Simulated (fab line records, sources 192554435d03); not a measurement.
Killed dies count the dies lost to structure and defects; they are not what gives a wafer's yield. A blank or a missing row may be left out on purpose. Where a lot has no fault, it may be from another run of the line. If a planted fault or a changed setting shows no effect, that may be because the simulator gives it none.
Which of the tools did it? || flow n5-finfet || 8 lots, 24 wafers sampled, at 7 steps of a route of 1938

WHAT THE GAUGES READ, wafer by wafer
N5_BEOL_M0_SAQP_INSPECT_42: inspects for defects (brightfield).
{"lot": "L779", "measured": "day 7 08:10", "on": "defect-inspect-02", "raw-defect-count": "297 336 317"}
{"lot": "L781", "measured": "day 7 17:56", "on": "defect-inspect-02", "raw-defect-count": "232 356 321"}
{"lot": "L784", "measured": "day 8 17:41", "on": "defect-inspect-02", "raw-defect-count": "292 395 368"}
{"lot": "L785", "measured": "day 8 21:27", "on": "defect-inspect-02", "raw-defect-count": "325 285 228"}
{"lot": "L786", "measured": "day 9 01:59", "on": "defect-inspect-02", "raw-defect-count": "722 622 597"}
{"lot": "L787", "measured": "day 9 08:58", "on": "defect-inspect-01", "raw-defect-count": "204 217 201"}
{"lot": "L788", "measured": "day 9 14:14", "on": "defect-inspect-01", "raw-defect-count": "653 655 605"}
{"lot": "L796", "measured": "day 11 07:37", "on": "defect-inspect-02", "raw-defect-count": "180 303 300"}

N5_BEOL_M0_CUTY_INSPECT_59: inspects for defects (macro).
{"lot": "L779", "measured": "day 7 09:26", "on": "defect-inspect-01", "raw-defect-count": "1 3 3"}
{"lot": "L781", "measured": "day 7 19:24", "on": "defect-inspect-01", "raw-defect-count": "2 2 3"}
{"lot": "L784", "measured": "day 8 19:15", "on": "defect-inspect-01", "raw-defect-count": "2 4 2"}
{"lot": "L785", "measured": "day 8 22:58", "on": "defect-inspect-01", "raw-defect-count": "1 4 4"}
{"lot": "L786", "measured": "day 9 03:28", "on": "defect-inspect-01", "raw-defect-count": ">300 >300 >300"}
{"lot": "L787", "measured": "day 9 10:57", "on": "defect-inspect-02", "raw-defect-count": "3 2 3"}
{"lot": "L788", "measured": "day 9 15:30", "on": "defect-inspect-01", "raw-defect-count": ">300 >300 >300"}
{"lot": "L796", "measured": "day 11 09:01", "on": "defect-inspect-01", "raw-defect-count": "3 2 4"}

N5_BEOL_M4_RC_MEAS_101.
{"lot": "L779", "measured": "day 9 04:26", "on": "prober-02", "DIBL_N (mV/V)": "36.4 35.6 36.7", "DIBL_P (mV/V)": "36.1 37.0 38.0", "IOFF_N (nA/um)": "0.144 0.144 0.158", "IOFF_P (nA/um)": "0.17 0.18 0.20", "ION_N (uA/um)": "659 665 668", "ION_P (uA/um)": "444 452 459", "SS_N (mV/dec)": "72.3 71.3 71.3", "SS_P (mV/dec)": "72.7 72.4 73.1", "VT_N (mV)": "252 250 251", "VT_P (mV)": "-258 -254 -252"}
{"lot": "L781", "measured": "day 9 17:02", "on": "prober-01", "DIBL_N (mV/V)": "36.0 36.4 36.3", "DIBL_P (mV/V)": "38.9 37.9 38.7", "IOFF_N (nA/um)": "0.162 0.158 0.175", "IOFF_P (nA/um)": "0.24 0.22 0.24", "ION_N (uA/um)": "676 681 704", "ION_P (uA/um)": "477 468 480", "SS_N (mV/dec)": "70.3 71.3 71.8", "SS_P (mV/dec)": "73.6 73.6 73.8", "VT_N (mV)": "250 248 248", "VT_P (mV)": "-247 -248 -245"}
{"lot": "L784", "measured": "day 10 20:29", "on": "prober-01", "DIBL_N (mV/V)": "37.3 34.3 36.1", "DIBL_P (mV/V)": "35.7 32.8 35.5", "IOFF_N (nA/um)": "0.166 0.124 0.151", "IOFF_P (nA/um)": "0.25 0.20 0.24", "ION_N (uA/um)": "657 670 660", "ION_P (uA/um)": "460 469 459", "SS_N (mV/dec)": "72.1 70.5 71.3", "SS_P (mV/dec)": "73.9 72.4 73.4", "VT_N (mV)": "250 252 250", "VT_P (mV)": "-248 -249 -249"}
{"lot": "L785", "measured": "day 10 17:42", "on": "prober-02", "DIBL_N (mV/V)": "37.6 37.4 33.8", "DIBL_P (mV/V)": "37.5 37.5 32.5", "IOFF_N (nA/um)": "0.173 0.169 0.115", "IOFF_P (nA/um)": "0.20 0.19 0.14", "ION_N (uA/um)": "676 675 655", "ION_P (uA/um)": "456 458 450", "SS_N (mV/dec)": "71.4 71.1 70.4", "SS_P (mV/dec)": "73.9 73.7 72.9", "VT_N (mV)": "248 248 251", "VT_P (mV)": "-255 -254 -256"}
{"lot": "L786", "measured": "day 11 06:55", "on": "prober-01", "DIBL_N (mV/V)": "35.2 35.1 34.1", "DIBL_P (mV/V)": "33.9 33.3 32.3", "IOFF_N (nA/um)": "0.130 0.135 0.118", "IOFF_P (nA/um)": "0.20 0.19 0.18", "ION_N (uA/um)": "670 662 664", "ION_P (uA/um)": "465 461 455", "SS_N (mV/dec)": "70.6 71.3 70.7", "SS_P (mV/dec)": "72.9 73.0 72.6", "VT_N (mV)": "249 253 254", "VT_P (mV)": "-249 -251 -251"}
{"lot": "L787", "measured": "day 11 14:14", "on": "prober-02", "DIBL_N (mV/V)": "34.7 35.5 37.9", "DIBL_P (mV/V)": "34.8 36.1 38.3", "IOFF_N (nA/um)": "0.127 0.143 0.178", "IOFF_P (nA/um)": "0.18 0.19 0.23", "ION_N (uA/um)": "663 675 670", "ION_P (uA/um)": "454 457 457", "SS_N (mV/dec)": "71.2 71.6 72.4", "SS_P (mV/dec)": "73.1 72.4 74.4", "VT_N (mV)": "253 252 251", "VT_P (mV)": "-252 -251 -249"}
{"lot": "L788", "measured": "day 11 17:20", "on": "prober-01", "DIBL_N (mV/V)": "37.1 37.1 37.4", "DIBL_P (mV/V)": "35.7 36.3 37.6", "IOFF_N (nA/um)": "0.152 0.158 0.155", "IOFF_P (nA/um)": "0.18 0.19 0.20", "ION_N (uA/um)": "673 670 677", "ION_P (uA/um)": "462 464 460", "SS_N (mV/dec)": "71.7 72.0 72.0", "SS_P (mV/dec)": "73.0 73.3 73.9", "VT_N (mV)": "252 250 251", "VT_P (mV)": "-253 -253 -250"}
{"lot": "L796", "measured": "day 13 15:45", "on": "prober-02", "DIBL_N (mV/V)": "34.6 34.9 35.7", "DIBL_P (mV/V)": "34.7 33.6 34.8", "IOFF_N (nA/um)": "0.133 0.135 0.154", "IOFF_P (nA/um)": "0.19 0.16 0.19", "ION_N (uA/um)": "665 679 681", "ION_P (uA/um)": "458 461 459", "SS_N (mV/dec)": "71.8 71.3 71.5", "SS_P (mV/dec)": "72.8 72.4 73.6", "VT_N (mV)": "251 252 250", "VT_P (mV)": "-251 -253 -249"}

EACH LOT AND THE TOOL THAT RAN IT (in order: tool; ch and the chambers of the sampled wafers; start)
{"lot": "L779", "N5_BEOL_M0_SAQP_MANDREL1_REMOVE_100": "rie-si-05 ch 0,1,3, day 7 05:28", "N5_BEOL_M0_SAQP_ETCH_101": "rie-diel-01 ch 0,2,3, day 7 05:50", "N5_BEOL_M0_SAQP_MANDREL_ETCH_103": "rie-si-06 ch 0,1,2, day 7 05:59", "N5_BEOL_M0_SAQP_ETCH_106": "rie-diel-04 ch 1,2, day 7 06:31"}
{"lot": "L781", "N5_BEOL_M0_SAQP_MANDREL1_REMOVE_100": "rie-si-03 ch 1,2,3, day 7 15:19", "N5_BEOL_M0_SAQP_ETCH_101": "rie-diel-01 ch 1,2,3, day 7 15:28", "N5_BEOL_M0_SAQP_MANDREL_ETCH_103": "rie-si-05 ch 0,1,3, day 7 15:37", "N5_BEOL_M0_SAQP_ETCH_106": "rie-diel-03 ch 0,1,2, day 7 16:08"}
{"lot": "L784", "N5_BEOL_M0_SAQP_MANDREL1_REMOVE_100": "rie-si-05 ch 0,1, day 8 14:19", "N5_BEOL_M0_SAQP_ETCH_101": "rie-diel-01 ch 0,2,3, day 8 14:32", "N5_BEOL_M0_SAQP_MANDREL_ETCH_103": "rie-si-06 ch 1,3, day 8 14:40", "N5_BEOL_M0_SAQP_ETCH_106": "rie-diel-01 ch 2,3, day 8 15:11"}
{"lot": "L785", "N5_BEOL_M0_SAQP_MANDREL1_REMOVE_100": "rie-si-05 ch 0,1,2, day 8 17:45", "N5_BEOL_M0_SAQP_ETCH_101": "rie-diel-01 ch 2,3, day 8 17:54", "N5_BEOL_M0_SAQP_MANDREL_ETCH_103": "rie-si-06 ch 1,2, day 8 18:02", "N5_BEOL_M0_SAQP_ETCH_106": "rie-diel-01 ch 1,2,3, day 8 18:38"}
{"lot": "L786", "N5_BEOL_M0_SAQP_MANDREL1_REMOVE_100": "rie-si-05 ch 0,1,2, day 8 23:38", "N5_BEOL_M0_SAQP_ETCH_101": "rie-diel-03 ch 2,3, day 8 23:51", "N5_BEOL_M0_SAQP_MANDREL_ETCH_103": "rie-si-06 ch 1,2,3, day 8 23:59", "N5_BEOL_M0_SAQP_ETCH_106": "rie-diel-04 ch 0,1,3, day 9 00:32"}
{"lot": "L787", "N5_BEOL_M0_SAQP_MANDREL1_REMOVE_100": "rie-si-03 ch 0,1,2, day 9 06:42", "N5_BEOL_M0_SAQP_ETCH_101": "rie-diel-03 ch 0,2,3, day 9 06:51", "N5_BEOL_M0_SAQP_MANDREL_ETCH_103": "rie-si-05 ch 0,1,2, day 9 06:59", "N5_BEOL_M0_SAQP_ETCH_106": "rie-diel-04 ch 0,3, day 9 07:31"}
{"lot": "L788", "N5_BEOL_M0_SAQP_MANDREL1_REMOVE_100": "rie-si-05 ch 0,1, day 9 11:50", "N5_BEOL_M0_SAQP_ETCH_101": "rie-diel-03 ch 0,3, day 9 11:59", "N5_BEOL_M0_SAQP_MANDREL_ETCH_103": "rie-si-06 ch 1,2,3, day 9 12:07", "N5_BEOL_M0_SAQP_ETCH_106": "rie-diel-01 ch 2,3, day 9 12:41"}
{"lot": "L796", "N5_BEOL_M0_SAQP_MANDREL1_REMOVE_100": "rie-si-03 ch 0,3, day 11 04:40", "N5_BEOL_M0_SAQP_ETCH_101": "rie-diel-04 ch 0,1,2, day 11 04:49", "N5_BEOL_M0_SAQP_MANDREL_ETCH_103": "rie-si-05 ch 1,2,3, day 11 04:58", "N5_BEOL_M0_SAQP_ETCH_106": "rie-diel-04 ch 1,3, day 11 05:44"}
- N5_BEOL_M0_SAQP_MANDREL1_REMOVE_100: chemistry HBr/Cl2/O2, target a-Si, stops on SiNx, bt time 10 s.
- N5_BEOL_M0_SAQP_ETCH_101: etches SiNx in CH3F/O2, target depth 29.9 nm, time 42.7 s.
- N5_BEOL_M0_SAQP_MANDREL_ETCH_103: etches a-Si in HBr/Cl2, stops on SiCN, target depth 45 nm, bt time 10 s, time 27 s.
- N5_BEOL_M0_SAQP_ETCH_106: etches SOC in N2/H2, stops on SiNx, target depth 150 nm.

WHAT THE TOOLS THEMSELVES READ (means of the sampled wafers that have a number; where no wafer has one, the mark that the record gives instead)
N5_BEOL_M0_SAQP_MANDREL1_REMOVE_100.
{"lot": "L779", "tool": "rie-si-05", "drypump-motor-current-A (A)": 5.4, "he-backside-leak-sccm (sccm)": 3.0, "oes-product-au (a.u.)": 0.999, "throttle-valve-pct (%)": 36.7}
{"lot": "L781", "tool": "rie-si-03", "drypump-motor-current-A (A)": 5.8, "he-backside-leak-sccm (sccm)": 2.7, "oes-product-au (a.u.)": 1.022, "throttle-valve-pct (%)": 36.4}
{"lot": "L784", "tool": "rie-si-05", "drypump-motor-current-A (A)": 5.5, "he-backside-leak-sccm (sccm)": 3.1, "oes-product-au (a.u.)": 1.010, "throttle-valve-pct (%)": 36.7}
{"lot": "L785", "tool": "rie-si-05", "drypump-motor-current-A (A)": 5.2, "he-backside-leak-sccm (sccm)": 3.0, "oes-product-au (a.u.)": 1.005, "throttle-valve-pct (%)": 36.7}
{"lot": "L786", "tool": "rie-si-05", "drypump-motor-current-A (A)": 5.2, "he-backside-leak-sccm (sccm)": 2.9, "oes-product-au (a.u.)": 1.007, "throttle-valve-pct (%)": 36.7}
{"lot": "L787", "tool": "rie-si-03", "drypump-motor-current-A (A)": 5.9, "he-backside-leak-sccm (sccm)": 2.7, "oes-product-au (a.u.)": 1.004, "throttle-valve-pct (%)": 36.4}
{"lot": "L788", "tool": "rie-si-05", "drypump-motor-current-A (A)": 5.5, "he-backside-leak-sccm (sccm)": 3.1, "oes-product-au (a.u.)": 0.998, "throttle-valve-pct (%)": 36.7}
{"lot": "L796", "tool": "rie-si-03", "drypump-motor-current-A (A)": 5.5, "he-backside-leak-sccm (sccm)": 2.8, "oes-product-au (a.u.)": 1.021, "throttle-valve-pct (%)": 36.2}

N5_BEOL_M0_SAQP_ETCH_101.
{"lot": "L779", "tool": "rie-diel-01", "drypump-motor-current-A (A)": 5.8, "oes-product-au (a.u.)": 0.72, "rf-vpp-V (V)": 291, "showerhead-plenum-p-Torr (Torr)": 1.98, "throttle-valve-pct (%)": 16.49}
{"lot": "L781", "tool": "rie-diel-01", "drypump-motor-current-A (A)": 6.0, "oes-product-au (a.u.)": 0.79, "rf-vpp-V (V)": 296, "showerhead-plenum-p-Torr (Torr)": 1.98, "throttle-valve-pct (%)": 16.25}
{"lot": "L784", "tool": "rie-diel-01", "drypump-motor-current-A (A)": 5.8, "oes-product-au (a.u.)": 0.71, "rf-vpp-V (V)": 292, "showerhead-plenum-p-Torr (Torr)": 1.98, "throttle-valve-pct (%)": 16.51}
{"lot": "L785", "tool": "rie-diel-01", "drypump-motor-current-A (A)": 5.9, "oes-product-au (a.u.)": 0.73, "rf-vpp-V (V)": 294, "showerhead-plenum-p-Torr (Torr)": 1.94, "throttle-valve-pct (%)": 16.38}
{"lot": "L786", "tool": "rie-diel-03", "drypump-motor-current-A (A)": 5.4, "oes-product-au (a.u.)": 0.75, "rf-vpp-V (V)": 292, "showerhead-plenum-p-Torr (Torr)": 1.98, "throttle-valve-pct (%)": 16.67}
{"lot": "L787", "tool": "rie-diel-03", "drypump-motor-current-A (A)": 5.5, "oes-product-au (a.u.)": 0.73, "rf-vpp-V (V)": 295, "showerhead-plenum-p-Torr (Torr)": 2.03, "throttle-valve-pct (%)": 16.65}
{"lot": "L788", "tool": "rie-diel-03", "drypump-motor-current-A (A)": 5.6, "oes-product-au (a.u.)": 0.72, "rf-vpp-V (V)": 297, "showerhead-plenum-p-Torr (Torr)": 2.08, "throttle-valve-pct (%)": 16.65}
{"lot": "L796", "tool": "rie-diel-04", "drypump-motor-current-A (A)": 5.5, "oes-product-au (a.u.)": 0.77, "rf-vpp-V (V)": 299, "showerhead-plenum-p-Torr (Torr)": 1.98, "throttle-valve-pct (%)": 16.33}

N5_BEOL_M0_SAQP_MANDREL_ETCH_103.
{"lot": "L779", "tool": "rie-si-06", "drypump-motor-current-A (A)": 6.0, "he-backside-leak-sccm (sccm)": 2.7, "oes-product-au (a.u.)": 0.700, "throttle-valve-pct (%)": 35.64}
{"lot": "L781", "tool": "rie-si-05", "drypump-motor-current-A (A)": 5.4, "he-backside-leak-sccm (sccm)": 2.9, "oes-product-au (a.u.)": 0.680, "throttle-valve-pct (%)": 35.46}
{"lot": "L784", "tool": "rie-si-06", "drypump-motor-current-A (A)": 6.0, "he-backside-leak-sccm (sccm)": 2.8, "oes-product-au (a.u.)": 0.694, "throttle-valve-pct (%)": 35.84}
{"lot": "L785", "tool": "rie-si-06", "drypump-motor-current-A (A)": 6.0, "he-backside-leak-sccm (sccm)": 2.5, "oes-product-au (a.u.)": 0.691, "throttle-valve-pct (%)": 35.74}
{"lot": "L786", "tool": "rie-si-06", "drypump-motor-current-A (A)": 5.9, "he-backside-leak-sccm (sccm)": 2.7, "oes-product-au (a.u.)": 0.682, "throttle-valve-pct (%)": 35.66}
{"lot": "L787", "tool": "rie-si-05", "drypump-motor-current-A (A)": 5.2, "he-backside-leak-sccm (sccm)": 2.7, "oes-product-au (a.u.)": 0.689, "throttle-valve-pct (%)": 35.42}
{"lot": "L788", "tool": "rie-si-06", "drypump-motor-current-A (A)": 5.9, "he-backside-leak-sccm (sccm)": 2.7, "oes-product-au (a.u.)": 0.698, "throttle-valve-pct (%)": 35.65}
{"lot": "L796", "tool": "rie-si-05", "drypump-motor-current-A (A)": 5.1, "he-backside-leak-sccm (sccm)": 2.6, "oes-product-au (a.u.)": 0.682, "throttle-valve-pct (%)": 35.41}

N5_BEOL_M0_SAQP_ETCH_106.
{"lot": "L779", "tool": "rie-diel-04", "drypump-motor-current-A (A)": 5.9, "oes-product-au (a.u.)": 0.69, "rf-vpp-V (V)": 240.3, "showerhead-plenum-p-Torr (Torr)": 2.55, "throttle-valve-pct (%)": 17.82}
{"lot": "L781", "tool": "rie-diel-03", "drypump-motor-current-A (A)": 5.6, "oes-product-au (a.u.)": 0.74, "rf-vpp-V (V)": 241.2, "showerhead-plenum-p-Torr (Torr)": 2.54, "throttle-valve-pct (%)": 18.05}
{"lot": "L784", "tool": "rie-diel-01", "drypump-motor-current-A (A)": 6.0, "oes-product-au (a.u.)": 0.72, "rf-vpp-V (V)": 239.9, "showerhead-plenum-p-Torr (Torr)": 2.47, "throttle-valve-pct (%)": 17.86}
{"lot": "L785", "tool": "rie-diel-01", "drypump-motor-current-A (A)": 6.0, "oes-product-au (a.u.)": 0.77, "rf-vpp-V (V)": 240.3, "showerhead-plenum-p-Torr (Torr)": 2.52, "throttle-valve-pct (%)": 17.72}
{"lot": "L786", "tool": "rie-diel-04", "drypump-motor-current-A (A)": 5.6, "oes-product-au (a.u.)": 0.78, "rf-vpp-V (V)": 239.5, "showerhead-plenum-p-Torr (Torr)": 2.48, "throttle-valve-pct (%)": 17.97}
{"lot": "L787", "tool": "rie-diel-04", "drypump-motor-current-A (A)": 5.1, "oes-product-au (a.u.)": 0.69, "rf-vpp-V (V)": 239.4, "showerhead-plenum-p-Torr (Torr)": 2.45, "throttle-valve-pct (%)": 18.19}
{"lot": "L788", "tool": "rie-diel-01", "drypump-motor-current-A (A)": 6.0, "oes-product-au (a.u.)": 0.72, "rf-vpp-V (V)": 239.7, "showerhead-plenum-p-Torr (Torr)": 2.47, "throttle-valve-pct (%)": 17.88}
{"lot": "L796", "tool": "rie-diel-04", "drypump-motor-current-A (A)": 6.1, "oes-product-au (a.u.)": 0.84, "rf-vpp-V (V)": 239.7, "showerhead-plenum-p-Torr (Torr)": 2.49, "throttle-valve-pct (%)": 17.79}

THE ANSWER, worked out from the rows above alone
Rule: the usual values come from the lots themselves. Put in order of their means at a reading, lots are off if they are a third of the lots or fewer, leave a main group of 4 or more, and stand apart from it by a gap of 3 or more times the standard deviation of the main group's means; of several such gaps the widest counts. The tables above print the reading to a certain number of digits; a main group whose means all agree to those digits is not used. A lot without any number at a reading at which 4 lots or more have one is off too. All remaining lots with rows at the step are treated as sound. First the gauges in route order, then the tools' own readings, where a lot's mean is used as printed above. The first step at which some lot is off is used, and at that step the reading that is off furthest; a lot without a number counts as furthest.
Off, at N5_BEOL_M0_SAQP_INSPECT_42 on raw-defect-count: L786, L788. The main group has a mean of 286 with a standard deviation of 45.
A tool fits if, at a process step before that reading, it ran every lot that is off, and no sound lot after the first of them. The gauges at N5_BEOL_M0_SAQP_INSPECT_42 are tried like those tools. Can't be told from this: 2 tools fit, rie-si-05 at N5_BEOL_M0_SAQP_MANDREL1_REMOVE_100, rie-si-06 at N5_BEOL_M0_SAQP_MANDREL_ETCH_103.

WHAT HAD BEEN PUT IN BY THE SIMULATOR
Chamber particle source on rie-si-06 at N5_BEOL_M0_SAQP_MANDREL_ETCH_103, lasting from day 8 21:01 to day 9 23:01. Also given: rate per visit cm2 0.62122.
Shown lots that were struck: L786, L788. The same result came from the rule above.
